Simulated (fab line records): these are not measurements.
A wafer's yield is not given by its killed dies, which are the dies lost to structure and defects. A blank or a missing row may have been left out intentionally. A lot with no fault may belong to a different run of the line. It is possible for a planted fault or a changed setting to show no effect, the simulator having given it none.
Matching of chambers    flow n5-finfet    rie-diel-01 running N5_GATE_CUT_DESCUM_18: 4 sister chambers
The step chemistry O2, time 7 s. 4 wafers are shown with their chamber, then 11 later ones without.

## WAFERS WITH THEIR CHAMBER
wafer   chamber  showerhead-plenum-p-Torr (Torr)
L084.5  3        2.04
L085.4  1        2.01
L085.5  2        2.05
L086.1  0        2.18

## WAFERS WITH NO CHAMBER GIVEN
wafer   showerhead-plenum-p-Torr (Torr)
L086.2  2.05
L086.6  2.18
L093.3  2.18
L093.4  2.01
L093.6  2.03
L094.1  2.03
L094.4  2.04
L094.6  2.18
L095.1  2.00
L095.4  2.03
L095.5  2.00

## THE CHAMBER EACH PASSED THROUGH
wafer   from the rows above           in truth
L086.2  can't be placed: 2 or 3       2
L086.6  0                             0
L093.3  0                             0
L093.4  1                             1
L093.6  can't be placed: 3 or 1 or 2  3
L094.1  can't be placed: 3 or 1 or 2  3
L094.4  can't be placed: 3 or 2       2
L094.6  0                             0
L095.1  1                             1
L095.4  can't be placed: 3 or 1 or 2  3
L095.5  1                             1
Placed correctly: 6 of 11. Cannot be placed on the basis of these rows: 5; the candidates contain the true chamber in 5. Placed wrongly: 0.
How it was worked out, from the rows above alone: a wafer's distance from a chamber is the root of the sum, over the readings, of the square of ((its reading less the chamber's mean) divided by the reading's scatter). The wafer belongs to the nearest chamber; if the next one is less than 2 further off, it can't be placed. Each chamber's mean is taken over the wafers shown for it. The scatter (one wafer shown for each chamber): square how far every hidden wafer sits from the nearest shown wafer, average those squares and take the square root.
